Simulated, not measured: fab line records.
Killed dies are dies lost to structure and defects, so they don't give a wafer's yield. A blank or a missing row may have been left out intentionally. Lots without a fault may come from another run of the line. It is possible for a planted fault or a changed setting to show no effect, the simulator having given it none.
fab line records -- flow n5Finfet
record lots=7, wafers=19, lastDay=18
route steps=1938 shown BEOL_M11@1580 PASSIVATION@1936
lots with no fault: from the same line, run without faults
startH: the number of hours between the record's first day and the start of the first shown wafer of the lot -- waitH: how many hours have passed since the lot's step before this one -- " unchanged from the row above -- L1.1+2: one row covering several wafers at once -- - either no value or no given start -- * or withheld: withheld -- < > ~ a bound
route shown NAME@n: a module of which the file shows steps, and the number in the route of the first -- usual: the fault-free wafers' mean and standard deviation -- same: alike in all rows -- chamber/n: place in a boat -- sites: per-site readings -- _std_site: standard deviation across them -- _edge_site: the outer-site mean with the inner-site mean subtracted -- radiusMm: how far each site lies from the wafer's centre -- mask NAME#n: copy n -- behind: the last tool/chamber to shape the wafer -- hold: why the lot went on hold/how many hours it stayed there/how the hold came to an end -- device: whichever transistor did not switch (one of n, p or np) -- end of line: the tests these same wafers got at the end of their route -- for a step that has no rows: nothing shown but its recipe -- killed: the dies lost at the first sort to structure and to defects; this is not the yield of the wafer -- map: shows each die of a wafer: x if killed, . if not, _ if none is there
set.NAME: the setting as run; set.NAME@STEP: as run at that earlier step -- model.NAME: the simulator's own value behind a step, which no gauge read
certain route steps with their lots: each step a table, each wafer a row
services: the hour from which a tool's chamber was out of use, counted from the record's first day as startH (under 0 if before that day), plus the number of hours and why
## steps
# step N5_BEOL_M11_STRIP_77
# recipe chemistry=N2/H2, timeS=10, powerW=450, tempC=40, pressureMtorr=20, rfFrequencyHz=6e+07, biasPowerW=7, n2FlowSccm=200, h2FlowSccm=200
# usual drypumpMotorCurrentA=5.6/0.35, h2FlowSccm=200.0/0.62, oesProductAu=0.79/0.077, rfVppV=59.3/0.83, showerheadPlenumPTorr=2.57/0.094, throttleValvePct=23.5/0.44
lot.wafer,tool,chamber,startH,waitH,drypumpMotorCurrentA,h2FlowSccm,oesProductAu,rfHoursCounterH,rfVppV,showerheadPlenumPTorr,throttleValvePct
L979.1,rieDiel-03,0,-,-,5.2,201.2,0.82,76,59.4,2.69,23.5
L979.2,rieDiel-03,2,-,-,5.2,198.8,0.74,179,58.1,2.44,23.3
L979.5,rieDiel-03,0,-,-,5.2,201.1,0.82,-,58.8,2.69,23.5
L980.1,rieDiel-06,1,-,-,5.9,199.9,0.84,59,58.1,2.57,23.0
L980.3,rieDiel-06,3,-,-,5.3,200.0,0.81,85,61.1,2.66,23.6
L980.6,rieDiel-06,2,-,-,5.2,200.4,0.70,-,58.5,2.51,24.0
L989.3,rieDiel-03,1,-,-,6.0,200.7,0.77,123,58.1,2.66,23.2
L989.4,rieDiel-03,0,-,-,5.3,200.3,0.80,100,59.0,2.68,23.5
L989.5,rieDiel-03,1,-,-,6.0,200.1,0.75,-,61.0,2.66,23.2
L992.1,rieDiel-03,1,-,-,6.0,200.7,0.76,123,60.3,2.66,23.2
L992.5,rieDiel-03,3,-,-,5.9,199.6,0.92,-,58.8,2.62,24.5
L992.6,rieDiel-03,2,-,-,5.2,198.9,0.72,-,59.1,2.43,23.3
L993.2,rieDiel-06,3,-,-,5.3,200.2,0.78,112,58.9,2.65,23.6
L993.5,rieDiel-06,2,-,-,5.2,199.4,0.95,-,59.5,2.50,23.7
L994.2,rieDiel-03,1,-,-,6.0,200.3,0.75,131,59.7,2.66,23.2
L994.3,rieDiel-03,2,-,-,5.2,201.2,0.72,211,59.7,2.43,23.3
L999.1,rieDiel-06,0,-,-,5.8,199.5,0.83,100,60.1,2.44,23.3
L999.2,rieDiel-06,3,-,-,5.3,199.4,0.77,126,61.2,2.64,23.7
L999.3,rieDiel-06,1,-,-,5.9,200.6,0.79,102,59.1,2.55,23.1
# step N5_BEOL_M11_OCD_MEAS_38
# usual trenchDepthNm=148.1/2.7
lot.wafer,tool,chamber,startH,waitH,trenchDepthNm
L979.1,ocd-01,-,236.33,-,149.2
L979.2,ocd-01,-,236.33,-,145.1
L979.5,ocd-01,-,236.33,-,149.4
L980.1,ocd-01,-,248.45,-,150.6
L980.3,ocd-01,-,248.45,-,149.3
L980.6,ocd-01,-,248.45,-,147.4
L989.3,ocd-02,-,311.54,-,144.1
L989.4,ocd-02,-,311.54,-,148.5
L989.5,ocd-02,-,311.54,-,145.0
L992.1,ocd-02,-,312.48,-,141.7
L992.5,ocd-02,-,312.48,-,149.4
L992.6,ocd-02,-,312.48,-,144.2
L993.2,ocd-01,-,328.65,-,148.9
L993.5,ocd-01,-,328.65,-,150.3
L994.2,ocd-02,-,338.07,-,142.2
L994.3,ocd-02,-,338.07,-,144.3
L999.1,ocd-01,-,379.38,-,149.9
L999.2,ocd-01,-,379.38,-,146.5
L999.3,ocd-01,-,379.38,-,150.4
# step N5_BEOL_M11_HM_STRIP_39
# recipe chemistry=peroxideTinStrip, material=TiN, targetDepthA=250, tempC=50, timeS=158
# step N5_BEOL_M11_SRD_40
# recipe timeS=30, tempC=23, rinseLiquid=diw, dry=ipaMarangoni
# step N5_BEOL_M11_PRECLEAN_42
# recipe chemistry=residueRemover, timeS=60, tempC=40
# step N5_BEOL_M11_SRD_43
# recipe timeS=30, tempC=23, rinseLiquid=diw, dry=ipaMarangoni
# step N5_BEOL_M11_CD_MEAS_35
# recipe targetCdNm=70, polarity=opening
# usual cdNm=70.2/0.63
lot.wafer,tool,chamber,startH,waitH,cdNm
L979.1,cdSem-01,-,236.48,0.0,70.2
L979.2,cdSem-01,-,236.48,0.0,70.3
L979.5,cdSem-01,-,236.48,0.0,70.8
L980.1,cdSem-03,-,248.60,0.0,68.9
L980.3,cdSem-03,-,248.60,0.0,69.7
L980.6,cdSem-03,-,248.60,0.0,69.1
L989.3,cdSem-03,-,311.69,0.0,70.9
L989.4,cdSem-03,-,311.69,0.0,70.5
L989.5,cdSem-03,-,311.69,0.0,70.3
L992.1,cdSem-01,-,312.64,0.0,70.5
L992.5,cdSem-01,-,312.64,0.0,70.8
L992.6,cdSem-01,-,312.64,0.0,70.8
L993.2,cdSem-01,-,328.80,0.0,71.0
L993.5,cdSem-01,-,328.80,0.0,70.0
L994.2,cdSem-02,-,338.22,0.0,70.0
L994.3,cdSem-02,-,338.22,0.0,69.9
L999.1,cdSem-03,-,379.54,0.0,69.7
L999.2,cdSem-03,-,379.54,0.0,70.0
L999.3,cdSem-03,-,379.54,0.0,69.9
# step N5_BEOL_M11_CURE_72
# recipe tempC=370, timeS=120, ambient=DMADMS/He, material=SiCOH_lowk
# usual lampPowerPct=52.32/0.054, wafer_temp_C_max=371.8/0.62
lot.wafer,tool,chamber,startH,waitH,lampPowerPct,wafer_temp_C_max
L979.1,uvCure-01,1,236.62,0.1,52.26,372.4
L979.2,uvCure-01,1,236.62,0.1,52.30,372.1
L979.5,uvCure-01,1,236.62,0.1,52.31,372.2
L980.1,uvCure-03,1,248.64,0.0,52.32,372.9
L980.3,uvCure-03,1,248.64,0.0,52.38,372.5
L980.6,uvCure-03,1,248.64,0.0,52.38,372.9
L989.3,uvCure-02,2,311.83,0.1,52.32,372.2
L989.4,uvCure-02,2,311.83,0.1,52.42,371.4
L989.5,uvCure-02,2,311.83,0.1,52.27,371.6
L992.1,uvCure-01,0,312.68,0.0,52.38,371.4
L992.5,uvCure-01,0,312.68,0.0,52.32,370.7
L992.6,uvCure-01,0,312.68,0.0,52.33,371.3
L993.2,uvCure-01,1,328.95,0.1,52.22,372.7
L993.5,uvCure-01,1,328.95,0.1,52.29,371.7
L994.2,uvCure-03,0,338.51,0.3,52.32,371.9
L994.3,uvCure-03,0,338.51,0.3,52.41,370.6
L999.1,uvCure-01,1,379.58,0.0,52.41,372.8
L999.2,uvCure-01,1,379.58,0.0,52.32,372.6
L999.3,uvCure-01,1,379.58,0.0,52.35,373.1
# step N5_BEOL_M11_DEGAS_44
# recipe ambient=vacuum, tempC=250, timeS=60
# usual heaterPowerW=345/58
lot.wafer,tool,chamber,startH,waitH,heaterPowerW
L979.1,pvdSputter-01,-,237.27,0.5,340
L979.2,pvdSputter-01,-,237.27,0.5,288
L979.5,pvdSputter-01,-,237.27,0.5,332
L980.1,pvdSputter-01,-,248.98,0.3,327
L980.3,pvdSputter-01,-,248.98,0.3,343
L980.6,pvdSputter-01,-,248.98,0.3,333
L989.3,pvdSputter-01,-,312.35,0.5,320
L989.4,pvdSputter-01,-,312.35,0.5,333
L989.5,pvdSputter-01,-,312.35,0.5,294
L992.1,pvdSputter-01,-,313.30,0.5,291
L992.5,pvdSputter-01,-,313.30,0.5,330
L992.6,pvdSputter-01,-,313.30,0.5,281
L993.2,pvdSputter-01,-,330.33,1.3,329
L993.5,pvdSputter-01,-,330.33,1.3,339
L994.2,pvdSputter-03,-,338.78,0.2,342
L994.3,pvdSputter-03,-,338.78,0.2,277
L999.1,pvdSputter-03,-,380.06,0.4,469
L999.2,pvdSputter-03,-,380.06,0.4,280
L999.3,pvdSputter-03,-,380.06,0.4,329
# step N5_BEOL_M11_PRE_CLEAN_45
# recipe gas=H2/He, timeS=30, tempC=250
# usual heaterPowerW=345/58
lot.wafer,tool,chamber,startH,waitH,heaterPowerW
L979.1,pvdSputter-01,-,237.31,0.0,326
L979.2,pvdSputter-01,-,237.31,0.0,288
L979.5,pvdSputter-01,-,237.31,0.0,332
L980.1,pvdSputter-01,-,249.02,0.0,324
L980.3,pvdSputter-01,-,249.02,0.0,337
L980.6,pvdSputter-01,-,249.02,0.0,326
L989.3,pvdSputter-01,-,312.39,0.0,342
L989.4,pvdSputter-01,-,312.39,0.0,329
L989.5,pvdSputter-01,-,312.39,0.0,288
L992.1,pvdSputter-01,-,313.34,0.0,290
L992.5,pvdSputter-01,-,313.34,0.0,333
L992.6,pvdSputter-01,-,313.34,0.0,293
L993.2,pvdSputter-01,-,330.37,0.0,341
L993.5,pvdSputter-01,-,330.37,0.0,340
L994.2,pvdSputter-03,-,338.82,0.0,334
L994.3,pvdSputter-03,-,338.82,0.0,272
L999.1,pvdSputter-03,-,380.10,0.0,479
L999.2,pvdSputter-03,-,380.10,0.0,275
L999.3,pvdSputter-03,-,380.10,0.0,338
# step N5_BEOL_M11_ALD_74
# recipe material=TaN, targetThkA=20, tempC=275, aldPrecursorFamily=PDMAT, aldCoReactant=NH3, pressureTorr=3, carrierFlowSccm=1500, pulseTimeS=2, purgeTimeS=3, coReactantPurgeTimeS=2, coReactantPulseTimeS=3, aldCycles=40, precursorVesselTempC=75, precursorVesselPressureTorr=26.25, precursorVesselCarrierSccm=1000
# step N5_BEOL_M11_SURFACE_TREAT_76
# recipe gas=Ar, timeS=*, ionEnergyEv=*, ionCurrentMaCm2=0.5, pressureMtorr=*, arFlowSccm=30
# usual throttleValvePct=*
lot.wafer,tool,chamber,startH,waitH,throttleValvePct
L979.1,pvdSputter-03,-,237.93,0.2,*
L979.2,pvdSputter-03,-,237.93,0.2,*
L979.5,pvdSputter-03,-,237.93,0.2,*
L980.1,pvdSputter-03,-,249.49,0.2,*
L980.3,pvdSputter-03,-,249.49,0.2,*
L980.6,pvdSputter-03,-,249.49,0.2,*
L989.3,pvdSputter-02,-,312.98,0.4,*
L989.4,pvdSputter-02,-,312.98,0.4,*
L989.5,pvdSputter-02,-,312.98,0.4,*
L992.1,pvdSputter-03,-,313.68,0.2,*
L992.5,pvdSputter-03,-,313.68,0.2,*
L992.6,pvdSputter-03,-,313.68,0.2,*
L993.2,pvdSputter-03,-,330.94,0.4,*
L993.5,pvdSputter-03,-,330.94,0.4,*
L994.2,pvdSputter-02,-,339.47,0.3,*
L994.3,pvdSputter-02,-,339.47,0.3,*
L999.1,pvdSputter-03,-,380.56,0.2,*
L999.2,pvdSputter-03,-,380.56,0.2,*
L999.3,pvdSputter-03,-,380.56,0.2,*
# step N5_BEOL_M11_CVD_75
# recipe material=Co, targetThkA=20, tempC=withheld, precursor=CCTBA/H2, pressureTorr=30, timeS=138.9
# usual runLengthS=161.6/0.75
lot.wafer,tool,chamber,startH,waitH,runLengthS
L979.1,cvdCo-02,1,237.99,0.0,161.9
L979.2,cvdCo-02,0,237.99,0.0,162.7
L979.5,cvdCo-02,0,237.99,0.0,163.2
L980.1,cvdCo-01,2,249.87,0.4,161.3
L980.3,cvdCo-01,0,249.87,0.4,161.0
L980.6,cvdCo-01,1,249.87,0.4,161.4
L989.3,cvdCo-01,1,313.47,0.5,161.3
L989.4,cvdCo-01,0,313.47,0.5,160.4
L989.5,cvdCo-01,2,313.47,0.5,203.2
L992.1,cvdCo-02,1,313.97,0.3,161.7
L992.5,cvdCo-02,1,313.97,0.3,161.5
L992.6,cvdCo-02,0,313.97,0.3,162.6
L993.2,cvdCo-01,2,331.00,0.0,203.5
L993.5,cvdCo-01,0,331.00,0.0,203.4
L994.2,cvdCo-01,1,339.69,0.2,204.1
L994.3,cvdCo-01,0,339.69,0.2,160.3
L999.1,cvdCo-02,2,380.64,0.1,162.5
L999.2,cvdCo-02,0,380.64,0.1,162.6
L999.3,cvdCo-02,1,380.64,0.1,161.5
# step N5_BEOL_M11_SPUTTER_48
# recipe material=Cu, targetThkA=120, tempC=-20, biasV=60, powerW=26000, chamberPressurePa=0.13, timeS=2
# step N5_PASSIVATION_PROBE_49
# usual defectLimitedYield=91.7/1.5, killed_at_M0_to_M3=32/9.6, killed_at_M4_up=13/5.3, killedAtContacts=12/6.8, killedAtFrontEnd=36/9.8, killedAtOther=4/3.1, killedDies=98/17, killedOpen=65/13, killedShort=32/8.5, sort_bin_5_function=4.9/0.93, sort_bin_6_memory=3.2/0.67, sort_bin_8_speed=0.00/0.02, sortNPass=1082/17, sortYieldPct=91.7/1.4
# same grossDies=1180, killedAtBackSide=0, sort_bin_4_leakage[%]=0
lot.wafer,tool,chamber,startH,waitH,defectLimitedYield[%],killed_at_M0_to_M3,killed_at_M4_up,killedAtContacts,killedAtFrontEnd,killedAtOther,killedDies,killedOpen,killedShort,sort_bin_5_function[%],sort_bin_6_memory[%],sort_bin_8_speed[%],sortNPass,sortYieldPct[%]
L989.5,prober-02,-,351.58,0.2,90.0,43,22,6,39,8,118,75,41,5.7,3.8,0,1062,90.0
L992.1,prober-01,-,362.08,0.0,91.7,26,8,28,33,3,98,76,21,5.1,3.1,0,1082,91.7
L992.5,prober-01,-,362.28,0.2,92.2,24,17,11,39,1,92,59,29,4.1,3.5,0,1088,92.2
L992.6,prober-01,-,362.33,0.3,92.5,29,13,10,37,0,89,58,31,5.2,2.0,0,1091,92.5
# killed by level:class
L989.5 STI_FIN_REVEAL:geometricParticle:open=15 BEOL_M0_SAQP:geometricParticle:short=10 BEOL_M4:geometricParticle:open=8 BEOL_M2:geometricParticle:open=6 BEOL_M0_SAQP:geometricParticle:open=6 BEOL_M1:geometricParticle:open=6 BEOL_M3:geometricParticle:open=6 FIN_SAQP:geometricParticle:short=5
L992.1 MOL_CONTACT_COAG:geometricParticle:open=24 FIN_SAQP:geometricParticle:open=10 BEOL_M3:geometricParticle:open=7 GATE_CUT:geometricParticle:open=5 BEOL_M0_SAQP:geometricParticle:short=5 BEOL_M2:geometricParticle:open=5 STI_FIN_REVEAL:geometricParticle:open=4 MOL_CONTACT_COAG:geometricParticle:short=4
L992.5 MOL_CONTACT_COAG:geometricParticle:open=10 FIN_SAQP:geometricParticle:open=9 BEOL_M3:geometricParticle:open=9 BEOL_M4:geometricParticle:open=7 FIN_SAQP:geometricParticle:short=5 STI_FIN_REVEAL:geometricParticle:open=5 GATE_CUT:geometricParticle:open=5 BEOL_M0_SAQP:geometricParticle:short=3
L992.6 DUMMY_GATE:geometricParticle:open=8 MOL_CONTACT_COAG:geometricParticle:open=8 BEOL_M0_SAQP:geometricParticle:short=7 STI_FIN_REVEAL:geometricParticle:open=7 BEOL_M0_SAQP:geometricParticle:open=6 BEOL_M3:geometricParticle:open=6 GATE_CUT:geometricParticle:short=5 STARTING-WAFER:geometricParticle:short=4
## services
tool,chamber,startH,hours,kind
rieDiel-06,-,215.37,0.3,repair
rieDiel-03,3,218.34,1.6,repair
rieDiel-03,-,218.39,7.2,repair
uvCure-02,-,225.05,0.6,repair
rieDiel-03,3,231.56,-,clean
rieDiel-03,3,231.56,-,consumableReplace:focusRing
rieDiel-03,3,231.56,15.0,scheduledDown
rieDiel-03,3,231.56,15.0,ventCycle
rieDiel-06,3,248.87,4.0,repair
uvCure-03,-,258.81,7.5,pm
rieDiel-06,2,303.58,-,clean
rieDiel-06,2,303.58,-,consumableReplace:focusRing
rieDiel-06,2,303.58,16.4,scheduledDown
rieDiel-06,2,303.58,16.4,ventCycle
uvCure-03,-,331.59,0.8,repair
cvdCo-02,1,333.36,-,clean
cvdCo-02,1,333.36,22.0,scheduledDown
cvdCo-02,1,333.36,22.0,ventCycle
cvdCo-02,-,335.10,3.6,repair
rieDiel-06,-,363.32,2.8,pm
rieDiel-03,-,366.81,2.8,pm
pvdSputter-01,-,379.91,1.3,repair
## key
firstSign step=N5_BEOL_M11_CVD_75, reading=runLengthS, direction=up, sigmas=56, usual=*, struck=*
effect none on later readings
metAt N5_BEOL_M11_CVD_75
struckWafers L989.5,L993.2,L993.5,L994.2
onsetBetween 249.87 313.47
fault kind=processParameterDrift, tool=cvdCo-01, chamber=-, onsetH=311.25, steps=N5_BEOL_M11_CVD_75, channel=timeS, offset=*, shape=step, endH=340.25, scope=struckWafersOnly, actsIn=*, stated=*
